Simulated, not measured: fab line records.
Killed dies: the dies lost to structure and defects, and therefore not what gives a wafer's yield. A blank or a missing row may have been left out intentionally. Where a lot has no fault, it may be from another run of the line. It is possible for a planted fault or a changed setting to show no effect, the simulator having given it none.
fab line records + flow n5-finfet + part 2 of 2: steps 5 to 6 of 6
[record]
- lots = 22
- wafers = 66
- last-day = 22
route steps=1938 shown BEOL_M11@1556 BEOL_M12@1603
lots untouched by any fault: they come from a run of this same line in which no faults occurred
start-h: hours from the record's opening day to when the first of the lot's shown wafers began + wait-h: hours since the lot's step before + " as in the row above + L1.1+2: a single row standing in for several wafers + - no value, or no start was given + * or withheld: withheld + < > ~ a bound
route shown NAME@n: names a module that has steps shown in the file, with the first one's number in the route + usual: average and standard deviation across the fault-free wafers + same: alike in all rows + chamber/n: place in a boat + sites: the reading at each site + _std_site: the standard deviation of these + _edge_site: inner sites' mean taken away from outer sites' mean + radius-mm: for every site, how far away it sits from the centre of the wafer + mask NAME#n: copy n + behind: tool/chamber where the wafer was last shaped + hold: reason for holding the lot/hours on hold/outcome of the hold + device: whichever transistor did not switch (one of n, p or np) + end of line: tests run on the same wafers once the route is complete + a step with no rows: only its recipe + killed: the dies lost at the first sort to structure and to defects; this is not the yield of the wafer + map: shows each die of a wafer: x if killed, . if not, _ if none is there
set.NAME: the run value of the setting; set.NAME@STEP: its run value at that earlier step + model.NAME: the simulator's own value behind a step, which no gauge read
steps of the route over a sample of lots; a table a step, a row a wafer
services: the hour from which a tool's chamber was out of use, counted from the record's first day as start-h (under 0 if before that day), plus the number of hours and why
[[steps]]
[step N5_BEOL_M12_OVL_MEAS_11]
[recipe]
- points-per-wafer = 44
[usual]
- V11_OVL = 1/5.5
| lot.wafer | tool       | chamber | start-h | wait-h | V11_OVL[nm] |
|-----------|------------|---------|---------|--------|-------------|
| L075.2    | overlay-02 | 0       | 279.51  | 0.0    | 6           |
| L075.4    | "          | 0       | "       | "      | -3          |
| L075.5    | "          | 0       | "       | "      | -9          |
| L077.1    | overlay-01 | 0       | 293.24  | 0.0    | 6           |
| L077.4    | "          | 0       | "       | "      | 0           |
| L077.6    | "          | 0       | "       | "      | 3           |
| L076.4    | overlay-01 | 0       | 298.43  | 0.0    | 6           |
| L076.5    | "          | 0       | "       | "      | 4           |
| L076.6    | "          | 0       | "       | "      | -2          |
| L078.4    | overlay-01 | 0       | 307.72  | 0.0    | 1           |
| L078.5    | "          | 0       | "       | "      | 1           |
| L078.6    | "          | 0       | "       | "      | 4           |
| L079.1    | overlay-01 | 0       | 311.92  | 0.0    | 3           |
| L079.3    | "          | 0       | "       | "      | 1           |
| L079.4    | "          | 0       | "       | "      | 3           |
| L080.3    | overlay-01 | 0       | 322.83  | 0.0    | 8           |
| L080.4    | "          | 0       | "       | "      | -6          |
| L080.5    | "          | 0       | "       | "      | -2          |
| L081.1    | overlay-02 | 0       | 356.21  | 0.0    | 3           |
| L081.2    | "          | 0       | "       | "      | 4           |
| L081.4    | "          | 0       | "       | "      | 8           |
| L083.2    | overlay-01 | 0       | 378.92  | 0.0    | -5          |
| L083.3    | "          | 0       | "       | "      | -3          |
| L083.4    | "          | 0       | "       | "      | 3           |
| L084.4    | overlay-01 | 0       | 383.92  | 0.0    | 3           |
| L084.5    | "          | 0       | "       | "      | 3           |
| L084.6    | "          | 0       | "       | "      | 4           |
| L085.1    | overlay-01 | 0       | 391.22  | 0.0    | 4           |
| L085.2    | "          | 0       | "       | "      | 0           |
| L085.6    | "          | 0       | "       | "      | -3          |
| L086.3    | overlay-01 | 0       | 397.62  | 0.0    | 4           |
| L086.5    | "          | 0       | "       | "      | -2          |
| L086.6    | "          | 0       | "       | "      | -1          |
| L090.3    | overlay-01 | 0       | 412.46  | 0.0    | 2           |
| L090.5    | "          | 0       | "       | "      | 0           |
| L090.6    | "          | 0       | "       | "      | -6          |
| L087.2    | overlay-02 | 0       | 412.86  | 0.0    | -10         |
| L087.4    | "          | 0       | "       | "      | -3          |
| L087.6    | "          | 0       | "       | "      | -2          |
| L088.2    | overlay-02 | 0       | 425.59  | 0.0    | -11         |
| L088.5    | "          | 0       | "       | "      | -8          |
| L088.6    | "          | 0       | "       | "      | 0           |
| L095.4    | overlay-01 | 0       | 439.21  | 0.0    | 11          |
| L095.5    | "          | 0       | "       | "      | 6           |
| L095.6    | "          | 0       | "       | "      | 2           |
| L097.3    | overlay-02 | 0       | 440.25  | 0.0    | 3           |
| L097.4    | "          | 0       | "       | "      | 3           |
| L097.5    | "          | 0       | "       | "      | 2           |
| L091.1    | overlay-02 | 0       | 443.29  | 0.0    | 1           |
| L091.2    | "          | 0       | "       | "      | -4          |
| L091.3    | "          | 0       | "       | "      | -5          |
| L092.1    | overlay-02 | 0       | 456.09  | 0.0    | -4          |
| L092.2    | "          | 0       | "       | "      | 5           |
| L092.5    | "          | 0       | "       | "      | 11          |
| L089.1    | overlay-01 | 0       | 465.75  | 0.0    | 7           |
| L089.2    | "          | 0       | "       | "      | 5           |
| L089.3    | "          | 0       | "       | "      | 10          |
| L096.3    | overlay-01 | 0       | 472.19  | 0.0    | 3           |
| L096.4    | "          | 0       | "       | "      | 2           |
| L096.6    | "          | 0       | "       | "      | -5          |
| L093.1    | overlay-01 | 0       | 472.43  | 0.0    | -6          |
| L093.4    | "          | 0       | "       | "      | -5          |
| L093.5    | "          | 0       | "       | "      | -7          |
| L082.1    | overlay-01 | 0       | 473.58  | 0.0    | -14         |
| L082.3    | "          | 0       | "       | "      | -10         |
| L082.6    | "          | 0       | "       | "      | -8          |
[step N5_BEOL_M12_ETCH_67]
[recipe]
- chemistry = CF4
- target = SiARC
- target-depth-a = 1430
- time-s = 238.3
- ion-energy-ev = 80
- pressure-mtorr = 40
- source-w = 545
- bias-w = 36
- Ar_flow_sccm = 100
- cf4-flow-sccm = 100
- ends = cleared
[usual]
- drypump-motor-current-A = 5.7/0.4
- etch-rf-on-time-s = 239/4.1
- oes-product-au = 0.70/0.074
- rf-vpp-V = 184.5/1.2
- showerhead-plenum-p-Torr = 2.17/0.076
- throttle-valve-pct = 15.62/0.2
| lot.wafer | tool        | chamber | start-h | wait-h | drypump-motor-current-A | etch-rf-on-time-s | oes-product-au | rf-hours-counter-h | rf-vpp-V | showerhead-plenum-p-Torr | throttle-valve-pct |
|-----------|-------------|---------|---------|--------|-------------------------|-------------------|----------------|--------------------|----------|--------------------------|--------------------|
| L075.2    | rie-diel-04 | 2       | 280.86  | 0.0    | 5.2                     | 242               | 0.58           | 247                | 185.2    | 2.11                     | 15.85              |
| L075.4    | "           | 3       | "       | "      | 5.1                     | 235               | 0.81           | 16                 | 185.2    | 2.18                     | 15.39              |
| L075.5    | "           | 1       | "       | "      | 5.5                     | 238               | 0.72           | -                  | 182.7    | 2.08                     | 15.73              |
| L077.1    | rie-diel-04 | 0       | 294.37  | 0.0    | 6.1                     | 234               | 0.76           | 41                 | 185.3    | 2.27                     | 15.48              |
| L077.4    | "           | 1       | "       | "      | 5.5                     | 243               | 0.71           | -                  | 183.8    | 2.08                     | 15.75              |
| L077.6    | "           | 0       | "       | "      | 6.1                     | 237               | 0.75           | -                  | 186.1    | 2.27                     | 15.48              |
| L076.4    | rie-diel-02 | 0       | 299.56  | 0.0    | 5.6                     | 243               | 0.57           | 231                | 183.2    | 2.04                     | 15.69              |
| L076.5    | "           | 1       | "       | "      | 5.8                     | 238               | 0.61           | -                  | 185.8    | 2.21                     | 15.70              |
| L076.6    | "           | 0       | "       | "      | 5.6                     | 241               | 0.58           | -                  | 183.5    | 2.04                     | 15.68              |
| L078.4    | rie-diel-04 | 0       | 309.11  | 0.1    | 6.1                     | 234               | 0.75           | -                  | 185.5    | 2.26                     | 15.48              |
| L078.5    | "           | 3       | "       | "      | 5.2                     | 234               | 0.79           | -                  | 185.2    | 2.18                     | 15.41              |
| L078.6    | "           | 1       | "       | "      | 5.6                     | 242               | 0.71           | -                  | 183.5    | 2.07                     | 15.76              |
| L079.1    | rie-diel-05 | 3       | 313.04  | 0.0    | 6.6                     | 241               | 0.58           | 230                | 184.1    | 2.20                     | 15.82              |
| L079.3    | "           | 0       | "       | "      | 6.3                     | 239               | 0.72           | 56                 | 184.8    | 2.17                     | 15.53              |
| L079.4    | "           | 2       | "       | "      | 5.7                     | 236               | 0.81           | 6                  | 184.2    | 2.19                     | 15.55              |
| L080.3    | rie-diel-05 | 1       | 324.01  | 0.0    | 5.4                     | 241               | 0.73           | 45                 | 186.1    | 2.27                     | 15.37              |
| L080.4    | "           | 2       | "       | "      | 5.7                     | 234               | 0.80           | 10                 | 185.2    | 2.18                     | 15.57              |
| L080.5    | "           | 0       | "       | "      | 6.3                     | 241               | 0.72           | -                  | 184.3    | 2.17                     | 15.53              |
| L081.1    | rie-diel-02 | 1       | 357.21  | 0.0    | 5.8                     | 238               | 0.61           | 223                | 184.9    | 2.20                     | 15.73              |
| L081.2    | "           | 3       | "       | "      | 5.6                     | 250               | 0.61           | 202                | 181.5    | 2.04                     | 15.87              |
| L081.4    | "           | 0       | "       | "      | 5.6                     | 242               | 0.58           | 248                | 183.0    | 2.03                     | 15.71              |
| L083.2    | rie-diel-02 | 3       | 379.93  | 0.0    | 5.6                     | 246               | 0.61           | 209                | 182.0    | 2.04                     | 15.89              |
| L083.3    | "           | 2       | "       | "      | 5.6                     | 239               | 0.64           | 163                | 185.4    | 2.22                     | 15.77              |
| L083.4    | "           | 2       | "       | "      | 5.6                     | 241               | 0.63           | -                  | 185.5    | 2.22                     | 15.80              |
| L084.4    | rie-diel-05 | 3       | 385.24  | 0.1    | 6.6                     | 242               | 0.57           | -                  | 184.4    | 2.19                     | 15.87              |
| L084.5    | "           | 2       | "       | "      | 5.8                     | 238               | 0.76           | -                  | 183.6    | 2.18                     | 15.57              |
| L084.6    | "           | 1       | "       | "      | 5.4                     | 238               | 0.72           | -                  | 185.7    | 2.26                     | 15.39              |
| L085.1    | rie-diel-02 | 2       | 392.25  | 0.0    | 5.6                     | 241               | 0.63           | 169                | 184.3    | 2.22                     | 15.81              |
| L085.2    | "           | 0       | "       | "      | 5.6                     | 235               | 0.86           | 1                  | 185.0    | 2.28                     | 15.23              |
| L085.6    | "           | 0       | "       | "      | 5.6                     | 237               | 0.86           | -                  | 184.0    | 2.28                     | 15.22              |
| L086.3    | rie-diel-02 | 0       | 398.82  | 0.0    | 5.6                     | 240               | 0.84           | 2                  | 187.1    | 2.28                     | 15.23              |
| L086.5    | "           | 2       | "       | "      | 5.7                     | 241               | 0.62           | -                  | 185.1    | 2.22                     | 15.79              |
| L086.6    | "           | 3       | "       | "      | 5.6                     | 248               | 0.60           | -                  | 183.6    | 2.03                     | 15.91              |
| L090.3    | rie-diel-05 | 2       | 413.63  | 0.0    | 5.8                     | 236               | 0.75           | 35                 | 183.3    | 2.18                     | 15.61              |
| L090.5    | "           | 0       | "       | "      | 6.3                     | 242               | 0.70           | -                  | 184.4    | 2.16                     | 15.58              |
| L090.6    | "           | 2       | "       | "      | 5.8                     | 238               | 0.75           | -                  | 185.0    | 2.18                     | 15.60              |
| L087.2    | rie-diel-05 | 1       | 414.12  | 0.0    | 5.4                     | 237               | 0.72           | 68                 | 186.9    | 2.26                     | 15.41              |
| L087.4    | "           | 0       | "       | "      | 6.3                     | 241               | 0.70           | -                  | 184.0    | 2.16                     | 15.56              |
| L087.6    | "           | 1       | "       | "      | 5.4                     | 236               | 0.72           | -                  | 185.8    | 2.26                     | 15.42              |
| L088.2    | rie-diel-04 | 1       | 426.92  | 0.0    | 5.6                     | 244               | 0.67           | 123                | 184.1    | 2.06                     | 15.83              |
| L088.5    | "           | 3       | "       | "      | 5.1                     | 238               | 0.74           | -                  | 186.4    | 2.17                     | 15.49              |
| L088.6    | "           | 2       | "       | "      | 5.2                     | 235               | 0.75           | -                  | 182.8    | 2.10                     | 15.40              |
| L095.4    | rie-diel-05 | 1       | 440.62  | 0.0    | 5.4                     | 239               | 0.70           | 78                 | 185.8    | 2.25                     | 15.41              |
| L095.5    | "           | 3       | "       | "      | 6.6                     | 236               | 0.81           | -                  | 184.9    | 2.19                     | 15.39              |
| L095.6    | "           | 2       | "       | "      | 5.8                     | 237               | 0.74           | -                  | 184.9    | 2.17                     | 15.64              |
| L097.3    | rie-diel-04 | 1       | 441.62  | 0.0    | 5.6                     | 242               | 0.68           | 129                | 181.4    | 2.06                     | 15.85              |
| L097.4    | "           | 2       | "       | "      | 5.2                     | 236               | 0.75           | 42                 | 182.1    | 2.09                     | 15.42              |
| L097.5    | "           | 0       | "       | "      | 6.1                     | 236               | 0.71           | -                  | 186.7    | 2.25                     | 15.55              |
| L091.1    | rie-diel-04 | 3       | 444.50  | 0.0    | 5.1                     | 232               | 0.74           | 68                 | 185.0    | 2.16                     | 15.48              |
| L091.2    | "           | 2       | "       | "      | 5.2                     | 232               | 0.76           | 43                 | 184.4    | 2.09                     | 15.42              |
| L091.3    | "           | 0       | "       | "      | 6.1                     | 232               | 0.72           | 83                 | 185.4    | 2.25                     | 15.56              |
| L092.1    | rie-diel-02 | 0       | 458.07  | 0.0    | 5.6                     | 239               | 0.78           | 24                 | 185.1    | 2.27                     | 15.30              |
| L092.2    | "           | 1       | "       | "      | 5.8                     | 237               | 0.84           | 1                  | 185.0    | 2.19                     | 15.28              |
| L092.5    | "           | 3       | "       | "      | 5.6                     | 250               | 0.58           | -                  | 182.3    | 2.03                     | 15.95              |
| L089.1    | rie-diel-04 | 0       | 466.79  | 0.0    | 6.1                     | 235               | 0.70           | 89                 | 184.8    | 2.25                     | 15.54              |
| L089.2    | "           | 3       | "       | "      | 5.1                     | 236               | 0.72           | 75                 | 182.9    | 2.16                     | 15.50              |
| L089.3    | "           | 2       | "       | "      | 5.2                     | 237               | 0.74           | 50                 | 182.2    | 2.09                     | 15.44              |
| L096.3    | rie-diel-04 | 3       | 473.29  | 0.0    | 5.1                     | 235               | 0.73           | 78                 | 182.5    | 2.16                     | 15.52              |
| L096.4    | "           | 0       | "       | "      | 6.1                     | 235               | 0.70           | 92                 | 185.4    | 2.25                     | 15.58              |
| L096.6    | "           | 1       | "       | "      | 5.6                     | 240               | 0.67           | -                  | 182.9    | 2.06                     | 15.86              |
| L093.1    | rie-diel-05 | 0       | 473.43  | 0.0    | 6.3                     | 243               | 0.68           | 96                 | 184.7    | 2.15                     | 15.62              |
| L093.4    | "           | 2       | "       | "      | 5.8                     | 239               | 0.72           | -                  | 185.3    | 2.17                     | 15.63              |
| L093.5    | "           | 0       | "       | "      | 6.3                     | 244               | 0.68           | -                  | 184.8    | 2.15                     | 15.61              |
| L082.1    | rie-diel-02 | 2       | 474.67  | 0.0    | 5.7                     | 238               | 0.61           | 201                | 185.5    | 2.21                     | 15.86              |
| L082.3    | "           | 1       | "       | "      | 5.8                     | 237               | 0.81           | 9                  | 184.5    | 2.19                     | 15.32              |
| L082.6    | "           | 1       | "       | "      | 5.8                     | 236               | 0.81           | -                  | 184.0    | 2.19                     | 15.33              |
[[services]]
| tool        | chamber | start-h | hours | kind                          |
|-------------|---------|---------|-------|-------------------------------|
| rie-diel-02 | 0       | 251.28  | 2.0   | repair                        |
| rie-diel-01 | 2       | 254.21  | 11.8  | repair                        |
| rie-diel-06 | 3       | 270.58  | 2.7   | repair                        |
| rie-diel-03 | 1       | 291.71  | -     | clean                         |
| rie-diel-03 | 1       | 291.71  | -     | consumable-replace:focus-ring |
| rie-diel-03 | 1       | 291.71  | 26.1  | scheduled-down                |
| rie-diel-03 | 1       | 291.71  | 26.1  | vent-cycle                    |
| rie-diel-04 | 2       | 292.39  | -     | clean                         |
| rie-diel-04 | 2       | 292.39  | -     | consumable-replace:focus-ring |
| rie-diel-06 | 3       | 293.02  | -     | clean                         |
| rie-diel-06 | 3       | 293.02  | -     | consumable-replace:focus-ring |
| rie-diel-06 | 3       | 293.02  | -     | consumable-replace:showerhead |
| rie-diel-06 | 3       | 293.02  | 24.9  | scheduled-down                |
| rie-diel-06 | 3       | 293.02  | 24.9  | vent-cycle                    |
| rie-diel-01 | 0       | 323.77  | 1.3   | repair                        |
| rie-diel-05 | 1       | 333.99  | 5.9   | repair                        |
| rie-diel-02 | 3       | 335.79  | 4.6   | repair                        |
| rie-diel-04 | 3       | 382.33  | 7.4   | repair                        |
| rie-diel-04 | 0       | 393.93  | 4.7   | repair                        |
| rie-diel-04 | 0       | 401.55  | 15.5  | repair                        |
| rie-diel-02 | 0       | 421.32  | 2.2   | repair                        |
| rie-diel-01 | -       | 424.75  | 0.6   | repair                        |
| rie-diel-02 | 0       | 466.35  | 8.4   | repair                        |
| rie-diel-05 | 3       | 471.18  | 44.2  | repair                        |
